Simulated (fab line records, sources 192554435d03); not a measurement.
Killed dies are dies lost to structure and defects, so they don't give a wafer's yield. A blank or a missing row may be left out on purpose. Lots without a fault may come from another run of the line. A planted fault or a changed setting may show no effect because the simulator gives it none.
Chamber matching | flow n5_finfet | N5_BEOL_M7_CURE_75 on uv_cure-01: 3 sister chambers
The step cures SiCOH lowk, time 120 s. 6 wafers are shown with their chamber, then 8 later ones without.

WAFERS WITH THEIR CHAMBER
wafer  | chamber | lamp_power_pct (%) | wafer_temp_C_max
L086.4 | 2       | 52.29              | 371.3
L086.6 | 2       | 52.32              | 371.7
L092.2 | 0       | 52.25              | 371.1
L092.5 | 0       | 52.29              | 371.2
L091.6 | 1       | 52.40              | 371.7
L096.1 | 1       | 52.34              | 371.7

WAFERS WITHOUT THEIR CHAMBER
wafer  | lamp_power_pct (%) | wafer_temp_C_max
L096.2 | 52.29              | 371.1
L096.3 | 52.28              | 371.5
L097.4 | 52.27              | 371.2
L097.5 | 52.27              | 371.7
L097.6 | 52.41              | 371.1
L094.1 | 52.30              | 371.1
L094.4 | 52.24              | 371.8
L094.5 | 52.31              | 371.5

WHICH CHAMBER EACH WENT THROUGH
wafer  | from the rows above          | in truth
L096.2 | can't be placed: 0 or 2      | 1
L096.3 | can't be placed: 2 or 0      | 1
L097.4 | can't be placed: 0 or 2      | 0
L097.5 | can't be placed: 2 or 1 or 0 | 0
L097.6 | can't be placed: 1 or 2 or 0 | 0
L094.1 | can't be placed: 0 or 2      | 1
L094.4 | can't be placed: 2 or 0 or 1 | 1
L094.5 | 2                            | 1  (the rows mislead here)
Placed correctly: 0 of 8. Can't be placed from these rows: 7 (the true chamber is among the candidates in 4). Placed wrongly: 1.
How it was worked out, from the rows above alone: a wafer's distance from a chamber is the root of the sum, over the readings, of the square of ((its reading less the chamber's mean) divided by the reading's scatter). The wafer belongs to the nearest chamber; if the next one is less than 2 further off, it can't be placed. A chamber's mean is the mean of its shown wafers. The scatter: the root of (the sum of the squares of (reading less its chamber's mean) over the shown wafers, divided by (wafers less chambers)).
